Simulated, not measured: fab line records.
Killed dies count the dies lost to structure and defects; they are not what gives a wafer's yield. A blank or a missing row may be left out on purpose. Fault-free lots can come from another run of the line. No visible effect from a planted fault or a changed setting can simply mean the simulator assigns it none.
What tool caused it? -- flow n5 finfet -- 24 lots, 72 wafers sampled, at 6 steps of a route of 1938

WHAT THE GAUGES READ, wafer by wafer
N5_BEOL_M5_INSPECT_58: inspects for defects (darkfield). Usual: raw defect count reads 69 (standard deviation 20).
lot,measured,on,raw defect count,flag
L074,day 8 13:33,defect inspect-01,69 35 40,
L075,day 8 18:34,defect inspect-01,68 59 54,
L076,day 9 02:05,defect inspect-01,46 65 104,
L077,day 9 05:55,defect inspect-01,105 101 103,
L078,day 9 13:53,defect inspect-01,50 91 61,
L079,day 9 22:45,defect inspect-01,51 84 49,
L080,day 11 11:01,defect inspect-01,94 64 59,
L081,day 10 18:00,defect inspect-01,85 94 62,
L083,day 11 15:09,defect inspect-01,80 98 64,
L082,day 12 02:57,defect inspect-01,70 84 70,
L085,day 12 04:28,defect inspect-02,61 49 65,
L086,day 12 11:20,defect inspect-02,55 63 47,
L084,day 12 15:39,defect inspect-01,91 61 48,
L087,day 12 12:15,defect inspect-01,84 75 102,
L089,day 13 09:28,defect inspect-02,79 60 59,
L088,day 13 13:25,defect inspect-02,33 47 60,
L091,day 13 18:23,defect inspect-02,62 60 40,
L094,day 13 21:28,defect inspect-01,41 55 34,
L090,day 14 02:30,defect inspect-02,51 42 71,
L093,day 14 11:24,defect inspect-02,62 61 74,
L096,day 14 14:05,defect inspect-02,83 68 71,
L095,day 14 22:03,defect inspect-02,54 39 59,
L092,day 14 19:01,defect inspect-02,101 88 116,
L097,day 15 04:37,defect inspect-02,43 54 94,

EACH LOT AND THE TOOL THAT RAN IT (in order: tool; ch and the chambers of the sampled wafers; start)
lot,N5_BEOL_M5_STRIP_19,N5_BEOL_M5_ETCH_67,N5_BEOL_M5_PRE_CLEAN_45,N5_BEOL_M5_SPUTTER_81,N5_BEOL_M5_SPUTTER_88
L074,"rie diel-04 ch 1,2,3, day 8 03:58","rie diel-01 ch 1,2, day 8 06:08","pvd sputter-01, day 8 07:10","pvd sputter-02, day 8 09:03","pvd sputter-02, day 8 11:13"
L075,"rie diel-04 ch 0,2,3, day 8 07:38","rie diel-03 ch 0,1, day 8 08:43","pvd sputter-03, day 8 12:08","pvd sputter-02, day 8 13:54","pvd sputter-02, day 8 16:04"
L076,"rie diel-04 ch 0,3, day 8 12:36","rie diel-04 ch 1,2,3, day 8 17:27","pvd sputter-01, day 8 20:06","pvd sputter-02, day 8 21:44","pvd sputter-02, day 8 23:55"
L077,"rie diel-01 ch 0,1,2, day 8 21:25","rie diel-01 ch 0,1, day 8 22:16","pvd sputter-01, day 8 23:30","pvd sputter-01, day 9 01:25","pvd sputter-01, day 9 03:35"
L078,"rie diel-04 ch 1,2,3, day 9 04:07","rie diel-01 ch 2,3, day 9 04:40","pvd sputter-01, day 9 05:35","pvd sputter-03, day 9 09:24","pvd sputter-03, day 9 11:34"
L079,"rie diel-01 ch 2, day 9 13:17","rie diel-01 ch 2, day 9 15:01","pvd sputter-01, day 9 16:38","pvd sputter-02, day 9 18:20","pvd sputter-02, day 9 20:31"
L080,"rie diel-01 ch 2, day 9 14:38","rie diel-04 ch 0,1,3, day 9 15:59","pvd sputter-02, day 9 16:56","pvd sputter-01, day 11 06:41","pvd sputter-01, day 11 08:52"
L081,"rie diel-01 ch 1,2,3, day 10 07:57","rie diel-03 ch 0,2,3, day 10 08:51","pvd sputter-02, day 10 11:51","pvd sputter-02, day 10 13:35","pvd sputter-02, day 10 15:46"
L083,"rie diel-01 ch 0,2,3, day 11 06:11","rie diel-04 ch 0,3, day 11 07:02","pvd sputter-02, day 11 08:25","pvd sputter-03, day 11 10:48","pvd sputter-03, day 11 12:58"
L082,"rie diel-04 ch 0,1,3, day 11 17:58","rie diel-01 ch 0,2,3, day 11 19:39","pvd sputter-01, day 11 20:52","pvd sputter-03, day 11 22:34","pvd sputter-03, day 12 00:44"
L085,"rie diel-03 ch 1,2, day 11 18:40","rie diel-04 ch 1,2, day 11 19:59","pvd sputter-01, day 11 20:59","pvd sputter-02, day 11 23:48","pvd sputter-02, day 12 01:58"
L086,"rie diel-03 ch 0,1, day 12 02:08","rie diel-01 ch 1,2,3, day 12 02:41","pvd sputter-03, day 12 03:55","pvd sputter-02, day 12 07:00","pvd sputter-02, day 12 09:11"
L084,"rie diel-01 ch 0,2,3, day 12 02:33","rie diel-04 ch 0,1,3, day 12 06:19","pvd sputter-01, day 12 09:13","pvd sputter-01, day 12 11:19","pvd sputter-01, day 12 13:29"
L087,"rie diel-04 ch 1,2, day 12 02:43","rie diel-04 ch 0,1,3, day 12 03:31","pvd sputter-01, day 12 06:07","pvd sputter-03, day 12 07:50","pvd sputter-03, day 12 10:01"
L089,"rie diel-01 ch 0,1,2, day 13 01:03","rie diel-04 ch 0,2,3, day 13 02:16","pvd sputter-02, day 13 03:17","pvd sputter-03, day 13 05:06","pvd sputter-03, day 13 07:16"
L088,"rie diel-01 ch 0,1,2, day 13 03:55","rie diel-03 ch 2,3, day 13 05:38","pvd sputter-01, day 13 07:08","pvd sputter-01, day 13 08:50","pvd sputter-01, day 13 11:01"
L091,"rie diel-03 ch 0,2,3, day 13 08:17","rie diel-03 ch 0,2,3, day 13 10:00","pvd sputter-02, day 13 11:44","pvd sputter-01, day 13 13:31","pvd sputter-01, day 13 15:41"
L094,"rie diel-01 ch 0,2,3, day 13 11:57","rie diel-01 ch 0,1,2, day 13 13:59","pvd sputter-03, day 13 15:19","pvd sputter-02, day 13 17:08","pvd sputter-02, day 13 19:18"
L090,"rie diel-01 ch 0,1,3, day 13 17:44","rie diel-01 ch 0,1,2, day 13 19:24","pvd sputter-03, day 13 20:23","pvd sputter-01, day 13 22:08","pvd sputter-01, day 14 00:19"
L093,"rie diel-01 ch 0,1,2, day 14 01:40","rie diel-01 ch 0,1,3, day 14 04:03","pvd sputter-02, day 14 05:12","pvd sputter-03, day 14 07:04","pvd sputter-03, day 14 09:14"
L096,"rie diel-04 ch 0,2, day 14 05:37","rie diel-01 ch 0,2,3, day 14 06:54","pvd sputter-01, day 14 07:51","pvd sputter-02, day 14 09:45","pvd sputter-02, day 14 11:55"
L095,"rie diel-04 ch 0,1,2, day 14 08:47","rie diel-01 ch 0,1,3, day 14 10:50","pvd sputter-03, day 14 13:11","pvd sputter-03, day 14 15:11","pvd sputter-03, day 14 17:22"
L092,"rie diel-04 ch 0,1,2, day 14 09:23","rie diel-03 ch 0,1,3, day 14 10:34","pvd sputter-01, day 14 11:50","pvd sputter-02, day 14 14:28","pvd sputter-02, day 14 16:38"
L097,"rie diel-01 ch 2,3, day 14 19:25","rie diel-04 ch 0,1, day 14 21:08","pvd sputter-03, day 14 22:17","pvd sputter-01, day 15 00:13","pvd sputter-01, day 15 02:23"
- N5_BEOL_M5_STRIP_19: strips in O2.
- N5_BEOL_M5_ETCH_67: etches SiARC in CF4, target depth 15.6 nm, time 26 s.
- N5_BEOL_M5_PRE_CLEAN_45: time 30 s.
- N5_BEOL_M5_SPUTTER_81: material Cu, target thk 15 nm, time 27.62 s.
- N5_BEOL_M5_SPUTTER_88: material Cu, target thk 15 nm, time 27.62 s.

WHAT THE TOOLS THEMSELVES READ (means of the sampled wafers that have a number; where no wafer has one, the mark that the record gives instead)
N5_BEOL_M5_STRIP_19. Usual: drypump motor current A 5.7 A, standard deviation 0.71; o2 flow sccm 224.8 sccm, standard deviation 0.71; oes product au 0.76 a.u., standard deviation 0.064; rf vpp V 3.7 V, standard deviation 0.44; showerhead plenum p Torr 2.08 Torr, standard deviation 0.057; throttle valve pct 16.57 %, standard deviation 0.17.
lot,tool,drypump motor current A (A),o2 flow sccm (sccm),oes product au (a.u.),rf vpp V (V),showerhead plenum p Torr (Torr),throttle valve pct (%),flag
L074,rie diel-04,6.0,225.5,0.83,3.7,2.10,16.49,
L075,rie diel-04,6.2,224.5,0.83,3.6,2.10,16.54,
L076,rie diel-04,5.8,224.7,0.76,3.8,2.14,16.62,
L077,rie diel-01,5.2,224.6,0.74,3.8,2.06,16.59,
L078,rie diel-04,6.0,224.6,0.81,3.8,2.10,16.52,
L079,rie diel-01,5.2,225.2,0.71,2.9,2.07,16.33,
L080,rie diel-01,5.2,224.0,0.71,3.5,2.07,16.35,
L081,rie diel-01,5.5,225.5,0.75,4.4,2.03,16.54,
L083,rie diel-01,5.7,225.3,0.78,3.8,2.08,16.58,
L082,rie diel-04,5.6,224.6,0.75,3.9,2.13,16.63,
L085,rie diel-03,6.2,224.4,0.77,3.7,2.05,16.67,
L086,rie diel-03,5.7,224.8,0.81,3.5,2.11,16.32,
L084,rie diel-01,5.7,224.7,0.77,3.6,2.08,16.59,
L087,rie diel-04,5.9,224.0,0.81,3.7,2.10,16.51,
L089,rie diel-01,5.2,224.6,0.72,4.1,2.05,16.65,
L088,rie diel-01,5.2,224.4,0.71,3.7,2.05,16.66,
L091,rie diel-03,6.5,225.1,0.74,3.8,2.05,16.69,
L094,rie diel-01,5.7,224.9,0.76,3.5,2.07,16.60,
L090,rie diel-01,5.6,225.3,0.76,3.9,2.04,16.73,
L093,rie diel-01,5.2,225.1,0.71,3.5,2.05,16.67,
L096,rie diel-04,5.8,224.9,0.75,3.7,2.13,16.64,
L095,rie diel-04,5.5,225.0,0.75,3.6,2.13,16.60,
L092,rie diel-04,5.5,224.9,0.76,3.6,2.13,16.62,
L097,rie diel-01,5.6,225.5,0.73,4.2,2.05,16.48,

N5_BEOL_M5_ETCH_67. Usual: cf4 flow sccm is 99.93 sccm with standard deviation 0.27, drypump motor current A is 5.8 A with standard deviation 0.71, etch rf on time s is 26.5 s with standard deviation 0.69, oes product au is 0.64 a.u. with standard deviation 0.051, rf vpp V is 183.8 V with standard deviation 1, showerhead plenum p Torr is 2.12 Torr with standard deviation 0.054, and throttle valve pct is 15.56 % with standard deviation 0.18.
lot,tool,cf4 flow sccm (sccm),drypump motor current A (A),etch rf on time s (s),oes product au (a.u.),rf vpp V (V),showerhead plenum p Torr (Torr),throttle valve pct (%),flag
L074,rie diel-01,100.13,5.0,27.1,0.60,182.7,2.08,15.58,
L075,rie diel-03,99.93,5.7,26.5,0.71,184.4,2.17,15.20,
L076,rie diel-04,99.88,6.0,26.3,0.70,184.7,2.14,15.38,
L077,rie diel-01,100.28,5.4,25.7,0.66,183.4,2.13,15.73,
L078,rie diel-01,99.95,5.6,26.6,0.65,185.2,2.13,15.44,
L079,rie diel-01,99.70,5.2,26.9,0.61,183.8,2.14,15.41,
L080,rie diel-04,99.87,5.6,26.1,0.65,185.2,2.17,15.51,
L081,rie diel-03,99.74,6.5,26.3,0.64,183.2,2.10,15.60,
L083,rie diel-04,100.00,6.3,26.5,0.66,183.5,2.12,15.53,
L082,rie diel-01,99.95,5.7,26.1,0.66,184.1,2.13,15.60,
L085,rie diel-04,100.08,5.3,26.1,0.65,184.7,2.17,15.41,
L086,rie diel-01,99.92,5.5,26.9,0.63,183.2,2.09,15.58,
L084,rie diel-04,99.96,5.6,26.3,0.63,183.3,2.16,15.54,
L087,rie diel-04,99.76,5.6,26.6,0.63,184.5,2.16,15.54,
L089,rie diel-04,99.64,6.2,26.7,0.66,183.3,2.12,15.46,
L088,rie diel-03,100.07,6.5,25.9,0.62,183.2,2.06,15.75,
L091,rie diel-03,100.11,6.5,26.3,0.63,183.7,2.09,15.64,
L094,rie diel-01,99.98,5.2,26.9,0.60,182.9,2.11,15.67,
L090,rie diel-01,100.12,5.2,26.8,0.60,184.0,2.11,15.67,
L093,rie diel-01,99.91,5.6,26.5,0.65,183.4,2.10,15.73,
L096,rie diel-01,100.07,5.7,26.6,0.64,184.5,2.13,15.63,
L095,rie diel-01,100.04,5.6,26.7,0.64,183.4,2.10,15.72,
L092,rie diel-03,99.85,6.0,26.4,0.65,184.6,2.13,15.46,
L097,rie diel-04,100.32,5.2,26.5,0.59,184.9,2.19,15.57,

N5_BEOL_M5_PRE_CLEAN_45. Usual: heater power w reads 338 W (standard deviation 33).
lot,tool,heater power w (W),flag
L074,pvd sputter-01,318,
L075,pvd sputter-03,350,
L076,pvd sputter-01,373,
L077,pvd sputter-01,340,
L078,pvd sputter-01,349,
L079,pvd sputter-01,351,
L080,pvd sputter-02,347,
L081,pvd sputter-02,332,
L083,pvd sputter-02,343,
L082,pvd sputter-01,321,
L085,pvd sputter-01,350,
L086,pvd sputter-03,331,
L084,pvd sputter-01,374,
L087,pvd sputter-01,326,
L089,pvd sputter-02,339,
L088,pvd sputter-01,356,
L091,pvd sputter-02,351,
L094,pvd sputter-03,320,
L090,pvd sputter-03,349,
L093,pvd sputter-02,347,
L096,pvd sputter-01,354,
L095,pvd sputter-03,334,
L092,pvd sputter-01,358,
L097,pvd sputter-03,327,

N5_BEOL_M5_SPUTTER_81. Usual: chuck sensor temp C -16.0 C, standard deviation 0.44; throttle valve pct 30.2 %, standard deviation 1.1.
lot,tool,chuck sensor temp C (C),throttle valve pct (%),flag
L074,pvd sputter-02,-16.3,29.3,
L075,pvd sputter-02,-16.4,30.1,
L076,pvd sputter-02,-15.7,29.5,
L077,pvd sputter-01,-15.7,30.4,
L078,pvd sputter-03,-15.9,29.6,
L079,pvd sputter-02,-15.9,30.0,
L080,pvd sputter-01,-15.6,29.8,
L081,pvd sputter-02,-15.8,30.1,
L083,pvd sputter-03,-15.9,30.6,
L082,pvd sputter-03,-15.6,30.6,
L085,pvd sputter-02,-16.1,31.1,
L086,pvd sputter-02,-16.1,30.7,
L084,pvd sputter-01,-16.3,30.4,
L087,pvd sputter-03,-16.1,30.0,
L089,pvd sputter-03,-16.1,30.5,
L088,pvd sputter-01,-15.8,30.7,
L091,pvd sputter-01,-16.2,30.3,
L094,pvd sputter-02,-16.2,29.9,
L090,pvd sputter-01,-16.1,29.7,
L093,pvd sputter-03,-16.1,30.1,
L096,pvd sputter-02,-16.0,29.3,
L095,pvd sputter-03,-16.0,29.6,
L092,pvd sputter-02,-15.8,30.8,
L097,pvd sputter-01,-16.0,29.9,

N5_BEOL_M5_SPUTTER_88. Usual: chuck sensor temp C -16.0 C, standard deviation 0.43; throttle valve pct 30.2 %, standard deviation 1.1.
lot,tool,chuck sensor temp C (C),throttle valve pct (%),flag
L074,pvd sputter-02,-16.4,29.3,
L075,pvd sputter-02,-16.3,29.8,
L076,pvd sputter-02,-15.7,29.6,
L077,pvd sputter-01,-15.8,30.6,
L078,pvd sputter-03,-15.9,29.7,
L079,pvd sputter-02,-16.0,30.0,
L080,pvd sputter-01,-15.7,30.0,
L081,pvd sputter-02,-15.9,30.0,
L083,pvd sputter-03,-15.7,30.6,
L082,pvd sputter-03,-15.6,30.8,
L085,pvd sputter-02,-16.1,31.3,
L086,pvd sputter-02,-16.0,30.5,
L084,pvd sputter-01,-16.1,30.5,
L087,pvd sputter-03,-16.1,30.0,
L089,pvd sputter-03,-16.1,30.6,
L088,pvd sputter-01,-15.9,30.6,
L091,pvd sputter-01,-16.3,30.5,
L094,pvd sputter-02,-16.3,29.9,
L090,pvd sputter-01,-16.0,30.0,
L093,pvd sputter-03,-16.0,29.9,
L096,pvd sputter-02,-16.0,29.4,
L095,pvd sputter-03,-15.9,29.9,
L092,pvd sputter-02,-15.8,30.6,
L097,pvd sputter-01,-15.9,29.9,

THE ANSWER, worked out from the rows above alone
Rule: lot off if the mean of its wafers having a number is beyond 3 standard deviations from the usual mean. A lot without any number at a reading at which 4 lots or more have one is off too. Any other lot the step has rows for is counted as sound. Order of review: gauges by route order, followed by the tools' own readings, for which a lot's mean as printed above is used. At the first step where some lot is off, the reading lying furthest off is the one used; lots without a number count as furthest.
No lot is off at any reading shown: from this, nothing can be told.

WHAT THE SIMULATOR HAD PUT IN
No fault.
